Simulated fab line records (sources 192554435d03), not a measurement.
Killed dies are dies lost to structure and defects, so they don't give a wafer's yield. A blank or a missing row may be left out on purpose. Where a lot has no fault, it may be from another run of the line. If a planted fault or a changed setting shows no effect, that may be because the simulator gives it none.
What tool caused it? -- flow n5Finfet -- 24 lots with 72 wafers sampled at 4 steps, on a route of 1938 steps

== WHAT THE GAUGES READ, wafer by wafer ==
N5_BEOL_M0_CUTY_CD_MEAS_57 targets a cd of 200 nm.
lot,measured,on,cdNm (nm)
L074,day 5 20:14,cdSem-02,201.7 201.3 201.9
L075,day 6 03:23,cdSem-02,199.4 199.2 198.8
L076,day 6 09:19,cdSem-01,199.6 200.4 200.0
L077,day 6 10:17,cdSem-03,200.2 199.4 200.4
L078,day 6 15:52,cdSem-03,200.0 199.6 201.1
L079,day 7 01:25,cdSem-03,200.7 200.6 200.4
L080,day 7 05:04,cdSem-01,199.3 199.0 197.8
L081,day 7 09:34,cdSem-03,200.0 200.1 201.0
L082,day 7 17:25,cdSem-03,199.2 201.0 199.7
L083,day 8 04:21,cdSem-03,199.6 200.2 199.8
L084,day 8 08:14,cdSem-01,199.7 198.7 199.4
L085,day 8 13:31,cdSem-02,200.2 200.2 199.9
L086,day 8 18:38,cdSem-03,199.7 198.6 198.9
L087,day 9 01:49,cdSem-03,200.5 201.4 201.4
L088,day 9 05:38,cdSem-03,199.3 199.0 198.5
L089,day 9 11:04,cdSem-01,199.2 199.7 200.5
L090,day 9 17:24,cdSem-01,200.8 200.7 201.4
L091,day 9 23:38,cdSem-03,201.1 199.7 199.7
L092,day 10 05:46,cdSem-02,200.9 199.5 200.2
L093,day 10 08:18,cdSem-02,201.9 199.7 201.4
L094,day 10 13:06,cdSem-01,200.3 200.0 201.4
L095,day 10 21:10,cdSem-01,200.4 201.2 201.5
L096,day 11 05:47,cdSem-01,200.5 199.6 199.5
L097,day 11 15:48,cdSem-01,201.0 201.2 201.0

== WHAT TOOL EACH LOT RAN ON (gives the tool, then ch and the chambers of the sampled wafers, and finally the start) ==
lot,N5_BEOL_M0_SAQP_ETCH_101,N5_BEOL_M0_SAQP_ETCH_106,N5_BEOL_M0_SAQP_ALD_48
L074,"rieDiel-01 ch 0,3, day 5 16:14","rieDiel-03 ch 0,1,3, day 5 16:55","aldSin-03 ch 0,1,3, day 5 19:08"
L075,"rieDiel-03 ch 0,3, day 5 23:36","rieDiel-03 ch 0,2, day 6 00:16","aldSin-01 ch 1,2, day 6 02:10"
L076,"rieDiel-06 ch 0,2,3, day 6 05:14","rieDiel-03 ch 1,2,3, day 6 06:01","aldSin-01 ch 1,2,3, day 6 08:18"
L077,"rieDiel-01 ch 0,1,2, day 6 06:48","rieDiel-06 ch 0,3, day 6 07:28","aldSin-01 ch 0,2,3, day 6 09:23"
L078,"rieDiel-01 ch 1,2,3, day 6 11:09","rieDiel-01 ch 1,2,3, day 6 12:04","aldSin-01 ch 0,2,3, day 6 14:51"
L079,"rieDiel-03 ch 1,2,3, day 6 21:41","rieDiel-01 ch 0,1,2, day 6 22:20","aldSin-03 ch 0,1,2, day 7 00:22"
L080,"rieDiel-01 ch 1,2,3, day 7 01:35","rieDiel-01 ch 1,3, day 7 02:16","aldSin-03 ch 0,2,3, day 7 04:02"
L081,"rieDiel-06 ch 0,2,3, day 7 05:59","rieDiel-03 ch 1,2,3, day 7 06:39","aldSin-02 ch 0,2, day 7 08:32"
L082,"rieDiel-01 ch 0,1, day 7 13:36","rieDiel-01 ch 0,1, day 7 14:19","aldSin-01 ch 2,3, day 7 16:23"
L083,"rieDiel-06 ch 0,1,2, day 8 00:42","rieDiel-06 ch 0,2,3, day 8 01:22","aldSin-02 ch 0,1,2, day 8 03:20"
L084,"rieDiel-01 ch 0,1, day 8 04:32","rieDiel-06 ch 0,1,3, day 8 05:13","aldSin-03 ch 0,3, day 8 07:20"
L085,"rieDiel-06 ch 1,2,3, day 8 09:13","rieDiel-01 ch 0,2,3, day 8 10:08","aldSin-01 ch 1,2,3, day 8 12:29"
L086,"rieDiel-06 ch 0,1,3, day 8 14:13","rieDiel-01 ch 2,3, day 8 14:53","aldSin-03 ch 0,1, day 8 17:37"
L087,"rieDiel-01 ch 0,2,3, day 8 21:44","rieDiel-03 ch 0,2, day 8 22:33","aldSin-01 ch 0,1, day 9 00:48"
L088,"rieDiel-03 ch 0,1,2, day 9 01:11","rieDiel-06 ch 0,1,2, day 9 01:51","aldSin-03 ch 0,3, day 9 04:26"
L089,"rieDiel-03 ch 0,1,3, day 9 07:24","rieDiel-06 ch 1,2,3, day 9 08:04","aldSin-01 ch 1,2,3, day 9 10:02"
L090,"rieDiel-06 ch 0,2,3, day 9 13:46","rieDiel-06 ch 1,2,3, day 9 14:26","aldSin-03 ch 1,2, day 9 16:22"
L091,"rieDiel-03 ch 0,2,3, day 9 19:02","rieDiel-03 ch 0,2,3, day 9 20:02","aldSin-02 ch 0,1,3, day 9 22:44"
L092,"rieDiel-01 ch 2,3, day 10 02:21","rieDiel-06 ch 0,3, day 10 03:07","aldSin-03 ch 0,1,3, day 10 04:53"
L093,"rieDiel-06 ch 0,1, day 10 04:40","rieDiel-01 ch 0,1,2, day 10 05:37","aldSin-03 ch 0,2,3, day 10 07:25"
L094,"rieDiel-06 ch 0,2,3, day 10 09:23","rieDiel-03 ch 1,2, day 10 10:03","aldSin-01 ch 0,3, day 10 12:13"
L095,"rieDiel-06 ch 1,2, day 10 17:25","rieDiel-03 ch 0,1, day 10 18:05","aldSin-03 ch 0,2,3, day 10 20:09"
L096,"rieDiel-03 ch 1,2,3, day 11 01:47","rieDiel-06 ch 0,2,3, day 11 02:28","aldSin-01 ch 1,2,3, day 11 04:46"
L097,"rieDiel-06 ch 0,2,3, day 11 12:07","rieDiel-06 ch 1,2,3, day 11 12:47","aldSin-02 ch 0,2,3, day 11 14:54"
- N5_BEOL_M0_SAQP_ETCH_101: etches SiNx in CH3F/O2, target depth 29.9 nm, time 42.7 s.
- N5_BEOL_M0_SAQP_ETCH_106: etches SOC in N2/H2, stops on SiNx, target depth 150 nm.
- N5_BEOL_M0_SAQP_ALD_48: deposits SiO2, target thk 20 nm, pulse time 1 s, co reactant pulse time 1 s.

== AS READ BY THE TOOLS THEMSELVES (means over the sampled wafers that have a number; for cases with no such wafer, the mark the record gives instead) ==
N5_BEOL_M0_SAQP_ETCH_101.
lot,tool,drypumpMotorCurrentA (A),mfcArSccm (sccm),oesProductAu (a.u.),rfVppV (V),showerheadPlenumPTorr (Torr),throttleValvePct (%)
L074,rieDiel-01,5.6,150.3,0.78,293,1.99,16.52
L075,rieDiel-03,6.0,149.6,0.88,298,1.96,16.33
L076,rieDiel-06,5.9,149.5,0.77,296,2.01,16.27
L077,rieDiel-01,5.6,149.9,0.75,296,1.97,16.62
L078,rieDiel-01,5.8,149.7,0.84,296,1.99,16.41
L079,rieDiel-03,5.8,149.9,0.80,296,2.01,16.21
L080,rieDiel-01,5.8,150.2,0.83,296,1.99,16.40
L081,rieDiel-06,5.9,150.1,0.76,296,2.00,16.28
L082,rieDiel-01,5.5,150.0,0.88,294,1.94,16.41
L083,rieDiel-06,6.1,150.0,0.84,295,2.03,16.32
L084,rieDiel-01,5.5,150.6,0.79,294,1.92,16.53
L085,rieDiel-06,5.9,150.1,0.82,293,1.96,16.30
L086,rieDiel-06,6.2,149.7,0.80,295,1.98,16.32
L087,rieDiel-01,5.7,150.1,0.89,296,2.01,16.31
L088,rieDiel-03,5.7,149.5,0.80,299,2.02,16.33
L089,rieDiel-03,5.8,150.0,0.79,298,1.98,16.29
L090,rieDiel-06,5.9,150.0,0.74,296,2.00,16.31
L091,rieDiel-03,6.0,149.7,0.83,296,1.97,16.32
L092,rieDiel-01,5.9,149.8,0.86,294,2.03,16.28
L093,rieDiel-06,6.4,150.0,0.80,296,2.04,16.35
L094,rieDiel-06,5.9,150.0,0.74,295,2.00,16.32
L095,rieDiel-06,6.0,150.5,0.87,292,1.98,16.35
L096,rieDiel-03,5.8,149.8,0.76,297,2.00,16.26
L097,rieDiel-06,5.9,149.8,0.73,296,1.99,16.34

N5_BEOL_M0_SAQP_ETCH_106.
lot,tool,drypumpMotorCurrentA (A),oesProductAu (a.u.),rfVppV (V),showerheadPlenumPTorr (Torr),throttleValvePct (%)
L074,rieDiel-03,5.8,0.82,241.0,2.53,17.67
L075,rieDiel-03,5.9,0.87,241.3,2.57,17.79
L076,rieDiel-03,5.8,0.79,240.6,2.56,17.65
L077,rieDiel-06,6.3,0.75,241.2,2.58,17.77
L078,rieDiel-01,5.8,0.82,241.4,2.53,17.93
L079,rieDiel-01,5.6,0.83,240.8,2.50,17.96
L080,rieDiel-01,5.9,0.85,240.6,2.54,17.80
L081,rieDiel-03,5.8,0.78,241.5,2.56,17.67
L082,rieDiel-01,5.5,0.86,239.0,2.47,17.87
L083,rieDiel-06,5.9,0.75,240.7,2.54,17.73
L084,rieDiel-06,6.2,0.80,240.6,2.52,17.78
L085,rieDiel-01,5.7,0.88,240.7,2.56,17.79
L086,rieDiel-01,6.0,0.87,240.8,2.59,17.77
L087,rieDiel-03,5.9,0.84,240.8,2.56,17.82
L088,rieDiel-06,6.1,0.83,241.8,2.57,17.77
L089,rieDiel-06,5.9,0.79,240.5,2.49,17.74
L090,rieDiel-06,5.9,0.79,240.7,2.49,17.74
L091,rieDiel-03,6.0,0.83,240.3,2.51,17.75
L092,rieDiel-06,6.3,0.72,241.2,2.56,17.81
L093,rieDiel-01,5.6,0.79,240.2,2.49,18.00
L094,rieDiel-03,5.4,0.73,242.0,2.60,17.77
L095,rieDiel-03,5.7,0.79,241.2,2.52,17.85
L096,rieDiel-06,5.9,0.73,240.6,2.53,17.77
L097,rieDiel-06,5.9,0.78,239.6,2.48,17.76

N5_BEOL_M0_SAQP_ALD_48.
lot,tool,heaterPowerW (W),precursorPulseHeightRel
L074,aldSin-03,73,0.989
L075,aldSin-01,82,0.995
L076,aldSin-01,83,0.980
L077,aldSin-01,78,0.983
L078,aldSin-01,77,0.996
L079,aldSin-03,81,1.000
L080,aldSin-03,82,1.007
L081,aldSin-02,73,1.008
L082,aldSin-01,86,0.996
L083,aldSin-02,75,1.009
L084,aldSin-03,77,0.999
L085,aldSin-01,82,1.001
L086,aldSin-03,70,0.996
L087,aldSin-01,69,0.995
L088,aldSin-03,74,0.989
L089,aldSin-01,82,0.998
L090,aldSin-03,78,0.997
L091,aldSin-02,69,0.993
L092,aldSin-03,72,0.989
L093,aldSin-03,85,1.023
L094,aldSin-01,74,1.008
L095,aldSin-03,83,1.003
L096,aldSin-01,82,1.004
L097,aldSin-02,73,0.987

== THE ANSWER, worked out from the rows above alone ==
Rule: the lots themselves supply what counts as usual. The widest of any qualifying gaps counts: lots, ordered by their means at a reading, are off when they make up no more than a third of the lots, leave a main group of 4 or more, and stand apart from it by 3 or more times the standard deviation of that group's means. Not used: any main group whose means are identical at the precision the tables above print for the reading. Also off: a lot with no number at a reading for which 4 or more lots have one. The other lots that the step has rows for count as sound. After the gauges, taken in route order, come the tools' own readings; for these a lot's mean is taken, as printed above. At the first step where some lot is off, the reading lying furthest off is the one used; lots without a number count as furthest.
Nothing can be told from this: no lot is off at any reading shown.

== WHAT THE SIMULATOR HAD PUT IN ==
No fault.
